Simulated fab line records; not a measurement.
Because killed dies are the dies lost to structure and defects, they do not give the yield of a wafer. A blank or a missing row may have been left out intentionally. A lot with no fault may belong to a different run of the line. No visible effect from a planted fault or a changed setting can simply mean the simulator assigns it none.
A single fault, viewed from 2 desks :: flow n5-finfet :: numbers are kept per desk, each desk with only its own; the story behind them comes last

## METROLOGY DESK
What the gauges read, lot by lot, whatever tool the lot ran on: means of the sampled wafers that have a number. The brackets show how far a lot's mean lies from the usual mean; more than 4 standard deviations puts the lot out of limits, marked OUT. Shown here are 7 of its 11 readings, the ones lying furthest out on some lot.
Columns: A = DIBL_P at N5_BEOL_M4_RC_MEAS_101, usual 37.3 mV/V; B = IOFF_N at N5_BEOL_M4_RC_MEAS_101, usual 0.16 nA/um; C = IOFF_P at N5_BEOL_M4_RC_MEAS_101, usual 0.22 nA/um; D = ION_P at N5_BEOL_M4_RC_MEAS_101, usual 463 uA/um; E = SS_N at N5_BEOL_M4_RC_MEAS_101, usual 71.6 mV/dec; F = VT_N at N5_BEOL_M4_RC_MEAS_101, usual 250 mV; G = VT_P at N5_BEOL_M4_RC_MEAS_101, usual -250 mV
lot: L230
first seen here: day 5 04:32
A: 40.3
B: 0.22
C: 0.29
D: 470
E: 72.3
F: 247
G: -246

lot: L232
first seen here: day 5 20:41
A: 40.4
B: 0.21
C: 0.29
D: 473
E: 71.9
F: 248
G: -246

lot: L233
first seen here: day 5 22:27
A: 38.1
B: 0.17
C: 0.23
D: 466
E: 71.9
F: 249
G: -249

lot: L234
first seen here: day 6 07:28
A: 35.4
B: 0.15
C: 0.19
D: 451
E: 71.8
F: 251
G: -255

lot: L236
first seen here: day 6 15:50
A: 38.4
B: 0.17
C: 0.25
D: 462
E: 71.7
F: 248
G: -250

lot: L238
first seen here: day 7 04:19
A: 36.3
B: 0.14
C: 0.19
D: 454
E: 72.0
F: 254
G: -251

lot: L241
first seen here: day 7 22:55
A: 37.6
B: 0.15
C: 0.21
D: 466
E: 71.4
F: 250
G: -249

lot: L250
first seen here: day 10 00:16
A: 34.5
B: 0.14
C: 0.18
D: 455
E: 70.8
F: 252
G: -255

lot: L251
first seen here: day 10 13:32
A: 39.0
B: 0.17
C: 0.24
D: 464
E: 71.7
F: 250
G: -248

lot: L253
first seen here: day 11 04:05
A: 36.8
B: 0.14
C: 0.20
D: 456
E: 71.1
F: 253
G: -251
This desk's finding: nothing out of limits on any of the 10 lots.

## DESK OF THE TOOL OWNER: ald-sin-03
The tool's own readings at N5_MOL_CONTACT_COAG_ALD_133 (deposits SiO2, target thk 5 nm, pulse time 1 s, co reactant pulse time 1 s): means of the sampled wafers that have a number, for each lot that ran on this tool. The brackets show how far a lot's mean lies from the usual mean; more than 4 standard deviations puts the lot out of limits, marked OUT.
Columns: A = heater-power-w at N5_MOL_CONTACT_COAG_ALD_133, usual 83 W; B = precursor-pulse-height-rel at N5_MOL_CONTACT_COAG_ALD_133, usual 0.997
lot: L230
first seen here: day 5 05:20
A: 89
B: 0.993

lot: L233
first seen here: day 5 23:14
A: 88
B: 1.013

lot: L250
first seen here: day 10 01:31
A: 88
B: 0.992

lot: L251
first seen here: day 10 14:14
A: 89
B: 1.025
This desk's finding: nothing out of limits on any of the 4 lots.

## PUT TOGETHER
Metrology desk: nothing out of limits seen.
The tool owner's desk saw nothing out of limits.

## WHAT THE SIMULATOR PUT IN
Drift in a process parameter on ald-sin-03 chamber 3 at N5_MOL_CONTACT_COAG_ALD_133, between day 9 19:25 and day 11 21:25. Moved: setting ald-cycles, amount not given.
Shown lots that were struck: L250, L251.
